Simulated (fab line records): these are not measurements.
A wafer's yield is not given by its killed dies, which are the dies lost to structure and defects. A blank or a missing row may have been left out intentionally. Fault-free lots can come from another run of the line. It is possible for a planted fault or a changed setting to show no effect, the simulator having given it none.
A struck lot beside a sound one / flow n5_finfet / 38 steps out of a route of 1938
Sound: the wafers L723.1, L723.3, L723.4. Struck: wafer L717.3. (L717.2 of the same lot was not struck and is left out.) The cause comes at the end.
At each step with rows: each side's tool, then ch and its chambers, then its first start. Under that, the readings that differ: sound wafers / struck wafers / difference of the means / sigmas: that difference in standard deviations of wafers without a fault.
alike: readings with means less than 2 such deviations apart, plus words and numbers identical on both sides. not compared: withheld readings, readings lacking a value on some wafer, bounds such as >300 that could conceal the same value, and numbers that have no deviation in the record and whose values overlap.
A row with sigmas, a row that says differs or no value, or rows on one side alone: a step with any of these is where the two part. When numbers do not overlap yet have no deviation, they are printed without sigmas and do not part them. A reading that every wafer of one side lacks parts them only if that side has two wafers or more.

first, 10 steps without rows for these wafers: N5_PASSIVATION_DESCUM_12 (chemistry O2, time 7.9 s); N5_PASSIVATION_PASS_ETCH_74 (etches SiNx in CF4/O2, target depth 220 nm, time 110 s); N5_PASSIVATION_VIA_ETCH_13 (etches SiO2 in CHF3/O2, target depth 660 nm, time 330 s); N5_PASSIVATION_STRIP_14 (strips in O2); N5_PASSIVATION_ETCH_15 (etches SiCN in CF4/N2, target depth 75 nm, time 81.2 s); N5_PASSIVATION_STRIP_73 (strips in post etch residue remover, time 60 s); N5_PASSIVATION_SRD_17 (time 30 s, dry time 30 s); N5_PASSIVATION_DEGAS_18 (time 60 s); N5_PASSIVATION_PRE_CLEAN_19; N5_PASSIVATION_SPUTTER_20 (material TaN, target thk 50 nm).
N5_PASSIVATION_AL_DEP_21: deposits Al, target thk 2800 nm, time 170 s.
  sound on pvd_sputter-03, day 17 01:03; struck on pvd_sputter-01, day 15 08:31
reading=model.Al_of_PASSIVATION_AL_DEP_21.thk_nm (nm); sound=2769 2793 2777; struck=1996; difference=-784; sigmas=
  alike: throttle_valve_pct
then, 9 steps without rows for these wafers: N5_PASSIVATION_HMDS_23 (time 60 s); N5_PASSIVATION_COAT_24; N5_PASSIVATION_EBR_26; N5_PASSIVATION_SOFTBAKE_25 (time 90 s); N5_PASSIVATION_EXPOSE_27 (exposes mask PAD, defocus 0 nm); N5_PASSIVATION_PEB_28; N5_PASSIVATION_DEVELOP_29 (develop time 60 s); N5_PASSIVATION_HARDBAKE_31 (time 120 s); N5_PASSIVATION_DESCUM_32 (chemistry O2, time 7.9 s).
N5_PASSIVATION_AL_ETCH_33: etches Al in Cl2/BCl3, stops on TaN, target depth 2800 nm, time 466.7 s.
  sound on rie_metal-02 ch 0,1, day 17 01:56; struck on rie_metal-01 ch 1, day 15 10:07
reading=oes_product_au (a.u.); sound=0.72 0.73 0.73; struck=0.53; difference=-0.20; sigmas=-5
  alike: bcl3_flow_sccm, drypump_motor_current_A, rf_fwd_power_W, throttle_valve_pct
  not compared: rf_hours_counter_h
then, 15 steps without rows for these wafers: N5_PASSIVATION_ETCH_59 (etches TaN in Cl2/BCl3, target depth 65 nm, time 34.9 s); N5_PASSIVATION_STRIP_34 (strips in O2); N5_PASSIVATION_STRIP_51 (strips in post etch residue remover, time 1200 s); N5_PASSIVATION_CLEAN_69 (cleans in IPA, time 180 s); N5_PASSIVATION_SRD_70 (time 30 s); N5_PASSIVATION_PECVD_53 (deposits SiO2 from TEOS/O2, target thk 800 nm, time 169.4 s); N5_PASSIVATION_PECVD_35 (deposits SiNx from SiH4/NH3/N2, target thk 700 nm, time 151.3 s); N5_PASSIVATION_HMDS_37 (time 60 s); N5_PASSIVATION_COAT_38; N5_PASSIVATION_EBR_40; N5_PASSIVATION_SOFTBAKE_39 (time 120 s); N5_PASSIVATION_EXPOSE_41 (exposes mask PASS OPEN, defocus 0 nm, target cd 40000 nm); N5_PASSIVATION_PEB_42; N5_PASSIVATION_DEVELOP_43 (develop time 60 s); N5_PASSIVATION_HARDBAKE_45 (time 120 s).
N5_PASSIVATION_STRIP_52: strips in post etch residue remover, time 1200 s.
  sound on wet_bench-03 ch 0,1,7, day 17 04:52; struck on wet_bench-05 ch 7, day 15 12:35
reading=model.Al_of_PASSIVATION_AL_DEP_21.thk_nm (nm); sound=2753 2778 2761; struck=1981; difference=-783; sigmas=
  alike: bath_guard_temp_C
after that, 1 step had no rows for these wafers: N5_PASSIVATION_PROBE_49.

WHERE THEY PART
Only at N5_PASSIVATION_AL_ETCH_33, as far as this record shows. Later steps at which nothing parts them and some readings are alike: N5_PASSIVATION_STRIP_52.

WHY: what the simulator had put in
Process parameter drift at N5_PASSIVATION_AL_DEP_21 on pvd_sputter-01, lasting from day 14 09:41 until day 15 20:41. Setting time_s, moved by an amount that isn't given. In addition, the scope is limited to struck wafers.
